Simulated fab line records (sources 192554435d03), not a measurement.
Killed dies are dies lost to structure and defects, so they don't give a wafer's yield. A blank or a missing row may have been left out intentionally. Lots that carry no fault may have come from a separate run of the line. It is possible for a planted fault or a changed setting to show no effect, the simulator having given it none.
One fault through the eyes of 2 desks	flow n5_finfet	only its own numbers are on each desk; what lay behind them is given at the end

== FOR THE TOOL OWNER'S DESK: cmp-02 ==
The tool's own readings at N5_MOL_CONTACT_COAG_CMP_23 (polishes, stops on SiO2, t overpolish 1.5 s, target thk 0 nm): means of the sampled wafers that have a number, for each lot that ran on this tool. Any lot whose mean is over 4 standard deviations away from the usual mean is out of limits and marked OUT; that distance is given in the brackets.
Columns: A = head_pressure_psi at N5_MOL_CONTACT_COAG_CMP_23, usual 2.000 psi; B = motor_current_A at N5_MOL_CONTACT_COAG_CMP_23, usual 7.8 A; C = overpolish_run_s at N5_MOL_CONTACT_COAG_CMP_23, usual 1.500 s; D = pad_life_wafers at N5_MOL_CONTACT_COAG_CMP_23, usual 1155; E = time_to_endpoint_s at N5_MOL_CONTACT_COAG_CMP_23, usual 9.6 s
lot	first seen here	A	B	C	D	E
L780	day 5 13:49	2.001	7.9	1.491	414	13.2
L785	day 6 15:27	1.999	7.8	1.507	620	12.0
L789	day 7 19:57	2.000	8.2	1.494	841	10.3
L793	day 8 20:19	1.312 (-99 or more) OUT	6.6	1.505	1034	14.6
L794	day 9 02:05	1.319 (-99 or more) OUT	6.4	1.500	1071	15.3
This desk's finding: out of limits on L793, L794; first on L793, day 8 20:19 (head_pressure_psi at N5_MOL_CONTACT_COAG_CMP_23). In limits: L780, L785, L789.

== METROLOGY DESK ==
What the gauges read, lot by lot, whatever tool the lot ran on: means of the sampled wafers that have a number. Any lot whose mean is over 4 standard deviations away from the usual mean is out of limits and marked OUT; that distance is given in the brackets. Shown are 7 of the 11 readings it has, namely the first that went out of limits plus those furthest out on some lot.
Columns: A = MD_CAP_THK at N5_MOL_CONTACT_COAG_THK_MEAS_29, usual 17.93 nm; B = DIBL_N at N5_BEOL_M4_RC_MEAS_101, usual 35.8 mV/V; C = DIBL_P at N5_BEOL_M4_RC_MEAS_101, usual 36.0 mV/V; D = IOFF_P at N5_BEOL_M4_RC_MEAS_101, usual 0.21 nA/um; E = ION_N at N5_BEOL_M4_RC_MEAS_101, usual 673 uA/um; F = SS_N at N5_BEOL_M4_RC_MEAS_101, usual 71.4 mV/dec; G = VT_P at N5_BEOL_M4_RC_MEAS_101, usual -250 mV
lot	first seen here	A	B	C	D	E	F	G
L780	day 5 16:30	17.97	36.7	38.9	0.29	683	71.5	-242
L785	day 6 18:08	17.87	32.9	32.2	0.15	653	70.4	-255
L787	day 7 08:47	17.94	35.6	36.2	0.20	682	71.4	-250
L788	day 7 18:38	18.04	35.9	37.3	0.26	674	71.7	-245
L789	day 7 23:26	17.84	36.1	37.6	0.21	672	71.7	-251
L793	day 9 00:16	18.75 (+8.8) OUT	36.3	37.2	0.23	675	71.9	-249
L794	day 9 04:39	18.72 (+8.5) OUT	36.5	35.0	0.20	668	71.4	-251
L801	day 10 21:46	17.99	36.0	34.2	0.19	669	71.3	-252
This desk finds L793, L794 out of limits, with the earliest case on L793 at day 9 00:16 (MD_CAP_THK at N5_MOL_CONTACT_COAG_THK_MEAS_29). In limits: L780, L785, L787, L788, L789, L801.

== TAKEN TOGETHER ==
An alarm could have come from the tool owner's desk at day 8 20:19, on L793, L794.
An alarm was possible from the metrology desk at day 9 00:16, on L793, L794.
N5_MOL_CONTACT_COAG_CMP_23 was run on cmp-02 by each of the lots named.

== WHAT WAS PUT IN BY THE SIMULATOR ==
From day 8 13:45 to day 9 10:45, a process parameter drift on cmp-02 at N5_MOL_CONTACT_COAG_CMP_23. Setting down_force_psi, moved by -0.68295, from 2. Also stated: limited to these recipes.
Shown lots that were struck: L793, L794.
Counting hours from when the fault started, the first reading out of limits came at 7 for the tool owner's desk and at 11 for the metrology desk.
